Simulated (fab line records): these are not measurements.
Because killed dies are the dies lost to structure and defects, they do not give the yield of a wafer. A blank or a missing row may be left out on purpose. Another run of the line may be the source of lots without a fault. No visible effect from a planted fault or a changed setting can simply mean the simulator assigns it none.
Code-filled problem report in 8D (eight disciplines) form || flow nand harc || the parts of the form that need people (team, actions taken, sign-off) are left out

## 1. WHAT IS WRONG
At NHARC_P_GATE_INSPECT_68, raw defect count averages 996 over 2 wafers from 2 lots, while fault-free wafers read 224, standard deviation 84. Relative to the usual mean, that is a shift of +9.2 standard deviations.
First seen on wafer L629.4, day 11 23:52, on defect inspect-01. Wafers with a number at this step in the record: 18, from 6 lots. By rule, "out" or "out of limits" means more than 4 standard deviations away from the usual mean. The rest of the wafers with a number are treated as sound.

## 2. WHAT IT IS; WHAT IT IS NOT
{"question": "which readings at this step", "is": "raw defect count", "is not": "-"}
{"question": "which lots", "is": "L629, L630", "is not": "L615, L627, L635, L637"}
{"question": "which wafers of those lots", "is": "L629.4, L630.4", "is not": "L629.1, L629.5, L630.1, L630.2"}
{"question": "read on which gauges", "is": "defect inspect-01", "is not": "defect inspect-02"}
{"question": "when", "is": "from day 11 23:52", "is not": "up to then (8 sound wafers); but 8 sound wafers of L630, L635, L637 came after"}

## 3. SUSPECTS, AND WHAT RULES EACH OUT
Counting: a tool at a process step up to the reading stays a suspect if it ran every lot that is out. Sound lots after the first of them don't rule it out here, since some wafers of a struck lot are sound.
- ruled out: the gauge at NHARC_P_GATE_INSPECT_68. All the wafers that are out were read on defect inspect-01, but those of them that NHARC_END_SORT_01 has rows for are out there too, on other tools.
- plasma asher-01 at NHARC_P_GATE_STRIP_75 (strips in O2): kept. Every lot that is out went through it, the first being L629 (day 11 18:17); the last sound lot it ran before that was L627 (day 11 11:32).
- wet bench-03 at NHARC_P_GATE_STRIP_50 (strips in SPM, time 900 s): kept. It ran every lot that is out, first L629 (day 11 18:26).
- rie diel-04 at NHARC_P_GATE_DESCUM_61 (chemistry O2, time 3 s): kept. Every lot that is out went through it, the first being L629 (day 11 19:16); the last sound lot it ran before that was L615 (day 6 02:30).
- plasma asher-01 at NHARC_P_GATE_STRIP_112 (strips in N2/H2, time 200 s): kept. Every lot that is out went through it, the first being L629 (day 11 19:40); the last sound lot it ran before that was L627 (day 11 13:17).
- Within wet bench-03 at NHARC_P_GATE_STRIP_50: the wafers that are out ran in chamber 6; their sound lot-mates ran in chambers 0, 1, 7.
Left after counting: plasma asher-01 at NHARC_P_GATE_STRIP_75, wet bench-03 at NHARC_P_GATE_STRIP_50, rie diel-04 at NHARC_P_GATE_DESCUM_61, plasma asher-01 at NHARC_P_GATE_STRIP_112.

## 4. THE CAUSE (what the simulator had put in)
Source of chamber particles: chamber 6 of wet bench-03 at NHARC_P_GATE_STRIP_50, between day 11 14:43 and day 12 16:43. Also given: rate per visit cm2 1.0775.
Counting leaves 4 suspects; this tool is one of them.

## 5. THE EFFECT CHAIN, in route order
Rows list readings where the struck wafers' mean (over those with a number) sits beyond 3 standard deviations from the usual. Scope: only readings with a usual standard deviation given in the record; hours: median across lots of the time from each lot's start at the first step in this table that gives one to its start at this step; sigmas: change in usual standard deviations.
{"hours": 0, "step": "NHARC_P_GATE_INSPECT_68", "reading": "raw defect count", "usual": 224, "on struck wafers": 996, "change": "+772", "sigmas": "+9.2"}
{"hours": 445, "step": "NHARC_END_SORT_01", "reading": "killed at periphery", "usual": 3.1, "on struck wafers": 103.0, "change": "+99.9", "sigmas": "+43"}
{"hours": 445, "step": "NHARC_END_SORT_01", "reading": "killed dies", "usual": 56, "on struck wafers": 155, "change": "+99", "sigmas": "+5.8"}

## 6. HOW IT WOULD HAVE BEEN CAUGHT EARLIER
9 hours passed between the start of the fault at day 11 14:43 and the first reading out of limits at a measuring or inspecting step in this record, taken at day 11 23:52.
Tool readings at NHARC_P_GATE_STRIP_50 with a usual standard deviation given in the record: none out on any struck wafer, hence no alarm at a limit of 4 standard deviations on them.
Among the 2 lots that are out, L630 began NHARC_P_GATE_STRIP_50 on wet bench-03 after day 11 23:52. A tool hold placed at that time would have kept it from harm.
